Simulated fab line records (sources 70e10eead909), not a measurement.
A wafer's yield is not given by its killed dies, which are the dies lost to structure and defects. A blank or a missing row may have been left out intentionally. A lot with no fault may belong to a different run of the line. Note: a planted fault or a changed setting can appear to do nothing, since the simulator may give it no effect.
What tool caused it?	flow nand_harc	33 wafers from 11 lots sampled at 5 of the route's 1302 steps

WHAT THE GAUGES SHOWED, per wafer
NHARC_END_SORT_01.
lot	measured	on	defect_limited_yield (%)
L723	day 24 13:36	prober-02	88.0 91.0 90.5
L725	day 25 01:18	prober-01	96.2 96.8 96.2
L728	day 26 21:52	prober-01	92.2 95.0 92.8
L732	day 28 08:31	prober-01	89.2 88.3 88.9

WHAT TOOL EACH LOT RAN ON (gives the tool, then ch and the chambers of the sampled wafers, and finally the start)
lot	NHARC_THIN_TSV_ETCH_44	NHARC_THIN_TSV_ETCHBACK_48	NHARC_THIN_TSV_PVD_19	NHARC_THIN_TSV_STRIP_57
L723	rie_diel-03 ch 1,2,3, day 23 22:38	rie_diel-03 ch 1,2,3, day 24 00:46	pvd_sputter-01, day 24 05:31 or earlier	wet_bench-10 ch 2,3,7, day 24 05:31
L724	rie_diel-09 ch 1,2,3, day 23 23:48	rie_diel-09 ch 1,2,3, day 24 01:47	pvd_sputter-03, day 24 06:29 or earlier	wet_bench-10 ch 0,2,7, day 24 06:29
L725	rie_diel-03 ch 2,3, day 24 08:59	rie_diel-09 ch 0,1,3, day 24 11:11	pvd_sputter-02, day 24 15:37 or earlier	wet_bench-10 ch 3,6,7, day 24 15:37
L726	rie_diel-03 ch 2,3, day 24 18:04	rie_diel-09 ch 0,1,3, day 24 20:23	pvd_sputter-01, day 25 01:05 or earlier	wet_bench-10 ch 1,2,5, day 25 01:05
L728	rie_diel-08 ch 1,2, day 26 04:37	rie_diel-09 ch 0,1,2, day 26 06:47	pvd_sputter-03, day 26 11:26 or earlier	wet_bench-10 ch 0,1,3, day 26 11:26
L733	rie_diel-08 ch 0,1,3, day 27 17:16	rie_diel-09 ch 0,3, day 27 19:11	pvd_sputter-03, day 27 23:43 or earlier	wet_bench-10 ch 1,2,4, day 27 23:43
L732	rie_diel-08 ch 0,2,3, day 27 18:32	rie_diel-03 ch 0,1, day 27 20:31	pvd_sputter-01, day 28 01:10 or earlier	wet_bench-10 ch 1,2,7, day 28 01:10
L743	rie_diel-08 ch 1,3, day 32 04:01	rie_diel-09 ch 0,1,3, day 32 06:09	pvd_sputter-03, day 32 10:52 or earlier	wet_bench-10 ch 4,5,6, day 32 10:52
L744	rie_diel-09 ch 0,1,2, day 32 21:10	rie_diel-03 ch 0,1, day 32 23:06	pvd_sputter-03, day 33 03:47 or earlier	wet_bench-10 ch 2,5,6, day 33 03:47
L745	rie_diel-08 ch 0,3, day 33 06:49	rie_diel-08 ch 0,1,2, day 33 09:17	pvd_sputter-02, day 33 13:51 or earlier	wet_bench-08 ch 0,2,4, day 33 13:51
L746	rie_diel-03 ch 0,1,3, day 33 19:38	rie_diel-08 ch 1,2, day 33 21:35	pvd_sputter-01, day 34 02:08 or earlier	wet_bench-10 ch 0,3,5, day 34 02:08
- NHARC_THIN_TSV_ETCH_44: etches the open film in CF4/O2, target depth 1594.2 nm, time 797.1 s.
- NHARC_THIN_TSV_ETCHBACK_48: etches the open film in C4F8/Ar, target depth 1028.5 nm, time 405.17 s.
- NHARC_THIN_TSV_PVD_19: deposits TaN, target thk 20 nm.
- NHARC_THIN_TSV_STRIP_57: strips in post etch residue remover, time 1200 s.

THE ANSWER, worked out from the rows above alone
Rule: the usual values come from the lots themselves. Put in order of their means at a reading, lots are off if they are a third of the lots or fewer, leave a main group of 4 or more, and stand apart from it by a gap of 3 or more times the standard deviation of the main group's means; of several such gaps the widest counts. Not used: any main group whose means are identical at the precision the tables above print for the reading. Also off: a lot with no number at a reading for which 4 or more lots have one. The other lots that the step has rows for count as sound.
No lot is off on any of the readings shown, so nothing can be concluded from this.

WHAT HAD BEEN PUT IN BY THE SIMULATOR
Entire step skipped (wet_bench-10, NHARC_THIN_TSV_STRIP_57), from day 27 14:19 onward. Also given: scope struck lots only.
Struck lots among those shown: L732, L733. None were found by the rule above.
